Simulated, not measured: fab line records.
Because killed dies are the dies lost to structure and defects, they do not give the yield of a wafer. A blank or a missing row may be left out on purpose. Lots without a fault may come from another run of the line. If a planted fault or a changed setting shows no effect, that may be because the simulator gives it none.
Split-lot study -- flow n5Finfet -- 21 wafers read across 7 lots, on a route 1938 steps long

== ABOUT THE SPLIT ==
At N5_BEOL_M0_ETCH_109 (etches SiCN in CH3F/O2, target depth 8 nm, overetch 2.4 nm, time 27.4 s), the setting biasW was moved away from the recipe's 75 W on 6 of the 21 wafers read, by -17.2% to +10.4%. The other wafers ran this setting at the recipe's value.

The split's own step is where the reading is taken.

== THE READING ==
rfVppV, in V, at N5_BEOL_M0_ETCH_109 (etches SiCN in CH3F/O2, target depth 8 nm, overetch 2.4 nm, time 27.4 s). On this fab line, fault-free wafers typically give 298.0 V with a standard deviation of 1.4 V.

wafer,"tool, chamber at the split","biasW as run, W",against the recipe,"rfVppV, V",against lot-mates on the recipe
L074.3,"rieDiel-04, 1",62.11,-17.2%,264.6,-33.2
L074.5,"rieDiel-04, 1",75,recipe,298.2,-
L074.6,"rieDiel-04, 0",75,recipe,297.4,-
L075.2,"rieDiel-04, 2",66.25,-11.7%,276.2,-20.9
L075.4,"rieDiel-04, 0",75,recipe,296.0,-
L075.6,"rieDiel-04, 2",75,recipe,298.3,-
L077.2,"rieDiel-02, 3",75,recipe,297.5,-
L077.3,"rieDiel-02, 2",82.8,+10.4%,314.3,+16.4
L077.4,"rieDiel-02, 1",75,recipe,298.2,-
L079.1,"rieDiel-04, 2",71.48,-4.7%,290.2,-8.6
L079.2,"rieDiel-04, 1",75,recipe,299.9,-
L079.6,"rieDiel-04, 1",75,recipe,297.6,-
L085.2,"rieDiel-02, 2",75,recipe,297.1,-
L085.5,"rieDiel-02, 1",75,recipe,297.9,-
L085.6,"rieDiel-02, 2",75,recipe,296.0,-
L089.1,"rieDiel-02, 2",75,recipe,297.1,-
L089.3,"rieDiel-02, 1",75,recipe,297.3,-
L089.6,"rieDiel-02, 0",75,recipe,300.2,-
L097.1,"rieDiel-02, 2",68.65,-8.5%,279.9,-16.3
L097.2,"rieDiel-02, 3",75,recipe,296.2,-
L097.4,"rieDiel-02, 1",68.65,-8.5%,281.9,-14.3

THE FIT
A straight line over all 21 wafers: rfVppV changes by +1.85 V for each +1% of biasW; r = +0.99; the points scatter about the line by 1.3 V.
The same after taking each lot's own level away (the mean of its wafers on the recipe; 21 wafers): +1.81 V for each +1%; r = +0.99; scatter 1.1 V.
On that fit, the largest move of biasW shifts the reading by 31 V.
The lots' own levels span 296.20 to 298.75 V, that is 1.8 times the standard deviation above.
The two slopes are in agreement: the lot-to-lot level therefore moves the slope only a little.
Check: with one of the wafers moved furthest among these (-17.2%) left out of the fit, the line predicts -30 V for it against its lot-mates. It came out at -33.2 V against them.
Tool readings at the split's step, against how far the setting was moved: rfVppV r = +0.99.

== FURTHER SPLITS ON THESE WAFERS ==
Note: prior to the reading, these wafers also went through further splits. Each is held against what the fit with the lots' levels taken away leaves over:
other split on the same wafers,wafers away from the commonest value,r with rfVppV (lot level and that fit taken away)
N5_BEOL_M0_SAQP_DEVELOP_13 developTimeS,8,-0.04
N5_BEOL_M0_ETCH_138 sourceW,5,+0.04

== FILE'S OWN FIT ==
rfVppV changes by +1.83 V for each +1% of biasW, r = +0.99.
